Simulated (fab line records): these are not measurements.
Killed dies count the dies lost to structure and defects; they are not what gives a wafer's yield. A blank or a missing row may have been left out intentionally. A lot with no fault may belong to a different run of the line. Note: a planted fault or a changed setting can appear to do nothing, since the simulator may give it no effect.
Split-lot experiment | flow n5 finfet | on a route of 1938 steps: 7 lots, 39 wafers read

## SPLIT DETAILS
At N5_FIN_SAQP_HM_DEP_03 (deposits SiNx from SiH4/NH3/N2, target thk 38 nm, time 33.6 s), the setting time s was moved away from the recipe's 33.6 s on 18 of the 39 wafers read, by -41.5% to +51.5%. The other wafers ran this setting at the recipe's value.

## FROM THE SPLIT TO THE READING: what the file shows between them, 8 steps
- N5_FIN_SAQP_THK_MEAS_05
- N5_FIN_SAQP_PECVD_47: deposits a-Si from SiH4/He, target thk 45 nm, time 36.3 s
- N5_FIN_SAQP_PECVD_48: deposits SiNx from SiH4/NH3/N2, target thk 25 nm, time 22.1 s
- N5_FIN_SAQP_MANDREL2_REMOVE_60: chemistry HBr/Cl2/O2, target a-Si, stops on SiNx, bt time 10 s
- N5_FIN_SAQP_HM_OPEN_33: chemistry CH3F/O2, target SiNx, target depth 49.4 nm, time 70.6 s
- N5_FIN_SAQP_ETCH_34: etches SiO2 in C4F6/O2, target depth 45 nm, time 15 s
- N5_FIN_SAQP_STRIP_77: strips in N2/H2, time 90 s
- N5_FIN_SAQP_PRECLEAN_38: cleans in O3/DIW, time 45 s

## THE READING
SiNx_of_FIN_SAQP_HM_DEP_03.thk nm (the simulator's own value, which no gauge read), in nm, at N5_FIN_SAQP_PRECLEAN_45 (cleans in dHF, time 10 s). There is no usual value for it anywhere in the file. Here, 21 wafers ran the recipe; their average is 21.0 nm with a standard deviation of 0.43 nm.

wafer  | tool, chamber at the split | time s as run, s | against the recipe | SiNx_of_FIN_SAQP_HM_DEP_03.thk nm, nm | against lot-mates on the recipe
L075.1 | pecvd-04, 0                | 33.6             | recipe             | 21.2                                  | -
L075.5 | pecvd-04, 1                | 33.6             | recipe             | 21.2                                  | -
L075.2 | pecvd-04, 2                | 50.91            | +51.5%             | 39.6                                  | +18.3
L075.3 | pecvd-04, 1                | 50.91            | +51.5%             | 40.2                                  | +18.9
L075.4 | pecvd-04, 0                | 33.6             | recipe             | 21.4                                  | -
L075.6 | pecvd-04, 2                | 50.91            | +51.5%             | 40.6                                  | +19.3
L080.1 | pecvd-02, 1                | 33.6             | recipe             | 21.2                                  | -
L080.2 | pecvd-02, 2                | 33.6             | recipe             | 21.2                                  | -
L080.3 | pecvd-02, 0                | 19.64            | -41.5%             | 5.4                                   | -15.9
L080.4 | pecvd-02, 1                | 33.6             | recipe             | 21.4                                  | -
L080.5 | pecvd-02, 0                | 19.64            | -41.5%             | 5.8                                   | -15.5
L080.6 | pecvd-02, 2                | 19.64            | -41.5%             | 5.8                                   | -15.5
L081.1 | pecvd-02, 2                | 33.6             | recipe             | 20.6                                  | -
L081.2 | pecvd-02, 0                | 41.14            | +22.4%             | 28.6                                  | +8.0
L081.3 | pecvd-02, 1                | 33.6             | recipe             | 20.2                                  | -
L081.4 | pecvd-02, 1                | 41.14            | +22.4%             | 30.2                                  | +9.6
L081.5 | pecvd-02, 2                | 33.6             | recipe             | 21                                    | -
L081.6 | pecvd-02, 0                | 41.14            | +22.4%             | 30.4                                  | +9.8
L082.1 | pecvd-04, 1                | 33.6             | recipe             | 20.6                                  | -
L082.2 | pecvd-04, 2                | 33.6             | recipe             | 20                                    | -
L082.3 | pecvd-04, 0                | 38.7             | +15.2%             | 25.2                                  | +4.7
L082.4 | pecvd-04, 1                | 38.7             | +15.2%             | 26                                    | +5.5
L082.5 | pecvd-04, 0                | 38.7             | +15.2%             | 26                                    | +5.5
L082.6 | pecvd-04, 2                | 33.6             | recipe             | 20.8                                  | -
L087.4 | pecvd-02, 1                | 33.6             | recipe             | 21                                    | -
L087.5 | pecvd-02, 0                | 33.6             | recipe             | 21.8                                  | -
L087.6 | pecvd-02, 2                | 33.6             | recipe             | 21.6                                  | -
L091.1 | pecvd-04, 0                | 43               | +28.0%             | 30.6                                  | +9.9
L091.2 | pecvd-04, 2                | 43               | +28.0%             | 31                                    | +10.3
L091.3 | pecvd-04, 1                | 33.6             | recipe             | 20.8                                  | -
L091.4 | pecvd-04, 0                | 33.6             | recipe             | 20.8                                  | -
L091.5 | pecvd-04, 2                | 33.6             | recipe             | 20.6                                  | -
L091.6 | pecvd-04, 1                | 43               | +28.0%             | 32.2                                  | +11.5
L096.1 | pecvd-02, 0                | 26.4             | -21.4%             | 12.8                                  | -8.4
L096.2 | pecvd-02, 1                | 26.4             | -21.4%             | 13                                    | -8.2
L096.3 | pecvd-02, 2                | 33.6             | recipe             | 21                                    | -
L096.4 | pecvd-02, 0                | 26.4             | -21.4%             | 12.6                                  | -8.6
L096.5 | pecvd-02, 1                | 33.6             | recipe             | 21.2                                  | -
L096.6 | pecvd-02, 2                | 33.6             | recipe             | 21.4                                  | -

FIT RESULTS
A straight line over all 39 wafers: SiNx_of_FIN_SAQP_HM_DEP_03.thk nm changes by +0.371 nm for each +1% of time s; r = +1.00; the points scatter about the line by 0.56 nm.
The same after taking each lot's own level away (the mean of its wafers on the recipe; 39 wafers): +0.375 nm for each +1%; r = +1.00; scatter 0.48 nm.
According to that fit, moving time s by its largest amount changes the reading by 19 nm.
Across the lots, their own levels run from 20.47 to 21.47 nm, a range of 2.3 times the standard deviation given above.
Hence the lot-to-lot level has little effect on the slope; both slopes agree.
Check: for one of the wafers moved furthest among these (+51.5%), held out of the fit, the line's prediction against its lot-mates is +19.4 nm. It came out at +18.3 nm against them.

## THE WHOLE CHAIN: every reading that the file lists as answering this split, in the file's order
step                    | what it does                                                      | reading                                                                            | change (the file's fit)               | r (the file's)
N5_FIN_SAQP_HM_DEP_03   | deposits SiNx from SiH4/NH3/N2, target thk 38 nm, time 33.6 s     | SiNx_of_FIN_SAQP_HM_DEP_03.thk nm (the simulator's own value, which no gauge read) | +0.376 nm for each +1% of the setting | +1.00
N5_FIN_SAQP_THK_MEAS_05 |                                                                   | thk nm                                                                             | withheld for each +1% of the setting  | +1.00
N5_FIN_SAQP_HM_OPEN_33  | chemistry CH3F/O2, target SiNx, target depth 49.4 nm, time 70.6 s | etch rf on time s                                                                  | withheld for each +1% of the setting  | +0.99
N5_FIN_SAQP_HM_OPEN_33  | chemistry CH3F/O2, target SiNx, target depth 49.4 nm, time 70.6 s | etch.depth nm (the simulator's own value, which no gauge read)                     | +0.377 nm for each +1% of the setting | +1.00
N5_FIN_SAQP_PRECLEAN_45 | cleans in dHF, time 10 s                                          | SiNx_of_FIN_SAQP_HM_DEP_03.thk nm (the simulator's own value, which no gauge read) | +0.374 nm for each +1% of the setting | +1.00

## FILE'S OWN FIT
SiNx_of_FIN_SAQP_HM_DEP_03.thk nm changes by +0.374 nm for each +1% of time s, r = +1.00.
